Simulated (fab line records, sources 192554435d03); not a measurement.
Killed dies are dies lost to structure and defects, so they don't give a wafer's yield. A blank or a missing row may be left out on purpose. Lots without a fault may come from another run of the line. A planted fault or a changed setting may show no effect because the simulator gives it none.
Split-lot experiment | flow n5_finfet | 7 lots, 21 wafers read, on a route of 1938 steps

THE SPLIT
At N5_BEOL_M3_COAT_68 (time 60 s, resist thk 12 nm), the setting spin_rpm was moved away from the recipe's 1500 rpm on 7 of the 21 wafers read, by -8.5% to +5.9%. The other wafers ran this setting at the recipe's value.

FROM THE SPLIT TO THE READING: what the file shows between them, 4 steps
- N5_BEOL_M3_COAT_76: time 60 s, resist thk 5 nm
- N5_BEOL_M3_COAT_22: resist thk 30 nm
- N5_BEOL_M3_DESCUM_33: chemistry O2, time 7 s
- N5_BEOL_M3_ETCH_77: etches underlayer in N2/H2, target depth 6.5 nm, time 5.2 s

THE READING
etch.depth_nm (the simulator's own value, which no gauge read), in nm, at N5_BEOL_M3_ETCH_69 (etches SiARC in CF4, target depth 15.6 nm, time 26 s). The file gives no usual value for it. The 14 wafers here that ran the recipe average 12.01 nm, standard deviation 0.034 nm.

wafer  | tool, chamber at the split | spin_rpm as run, rpm | against the recipe | etch.depth_nm, nm | against lot-mates on the recipe
L076.4 | litho_track-01, 0          | 1500                 | recipe             | 12.01             | -
L076.5 | litho_track-01, 0          | 1500                 | recipe             | 12.01             | -
L076.6 | litho_track-01, 0          | 1500                 | recipe             | 11.99             | -
L079.2 | litho_track-01, 0          | 1588                 | +5.9%              | 11.66             | -0.41
L079.3 | litho_track-01, 0          | 1500                 | recipe             | 12.07             | -
L079.4 | litho_track-01, 0          | 1588                 | +5.9%              | 11.7              | -0.37
L080.1 | litho_track-01, 0          | 1500                 | recipe             | 12.07             | -
L080.3 | litho_track-01, 0          | 1372                 | -8.5%              | 12.59             | +0.54
L080.6 | litho_track-01, 0          | 1500                 | recipe             | 12.04             | -
L084.1 | litho_track-02, 0          | 1500                 | recipe             | 12.02             | -
L084.2 | litho_track-02, 0          | 1500                 | recipe             | 12.01             | -
L084.4 | litho_track-02, 0          | 1575                 | +5.0%              | 11.74             | -0.28
L088.3 | litho_track-02, 0          | 1500                 | recipe             | 11.96             | -
L088.4 | litho_track-02, 0          | 1438                 | -4.1%              | 12.23             | +0.27
L088.5 | litho_track-02, 0          | 1500                 | recipe             | 11.97             | -
L087.2 | litho_track-02, 0          | 1500                 | recipe             | 12                | -
L087.3 | litho_track-02, 0          | 1500                 | recipe             | 11.98             | -
L087.4 | litho_track-02, 0          | 1500                 | recipe             | 12.04             | -
L092.1 | litho_track-01, 0          | 1421                 | -5.3%              | 12.37             | +0.40
L092.2 | litho_track-01, 0          | 1421                 | -5.3%              | 12.34             | +0.37
L092.3 | litho_track-01, 0          | 1500                 | recipe             | 11.97             | -

THE FIT
A straight line over all 21 wafers: etch.depth_nm changes by -0.0613 nm for each +1% of spin_rpm; r = -0.99; the points scatter about the line by 0.036 nm.
The same after taking each lot's own level away (the mean of its wafers on the recipe; 21 wafers): -0.0654 nm for each +1%; r = -1.00; scatter 0.023 nm.
On that fit, the largest move of spin_rpm shifts the reading by 0.56 nm.
The lots' own levels span 11.965 to 12.070 nm, that is 3.1 times the standard deviation above.
So the lot-to-lot level changes the slope little: the two slopes agree.
Check: with one of the wafers moved furthest among these (-8.5%) left out of the fit, the line predicts +0.576 nm for it against its lot-mates. It came out at +0.535 nm against them.

OTHER SPLITS ON THESE WAFERS
These wafers also went through other splits before the reading. Each is held against what the fit with the lots' levels taken away leaves over:
other split on the same wafers    | wafers away from the commonest value | r with etch.depth_nm (lot level and that fit taken away)
N5_BEOL_M1_ILD_DEP_00 time_s      | 6                                    | -0.07
N5_BEOL_M1_HM_DEP_02 target_thk_a | 6                                    | -0.30
N5_BEOL_M3_COAT_67 spin_rpm       | 9                                    | +0.00

THE WHOLE CHAIN: every reading that the file lists as answering this split, in the file's order
step               | what it does                                         | reading                                                                          | change (the file's fit)                | r (the file's)
N5_BEOL_M3_COAT_68 | time 60 s, resist thk 12 nm                          | SiARC_of_BEOL_M3_COAT_68.thk_nm (the simulator's own value, which no gauge read) | -0.0644 nm for each +1% of the setting | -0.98
N5_BEOL_M3_ETCH_69 | etches SiARC in CF4, target depth 15.6 nm, time 26 s | etch.depth_nm (the simulator's own value, which no gauge read)                   | -0.0645 nm for each +1% of the setting | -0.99

THE FILE'S OWN FIT
etch.depth_nm changes by -0.0645 nm for each +1% of spin_rpm, r = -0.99.
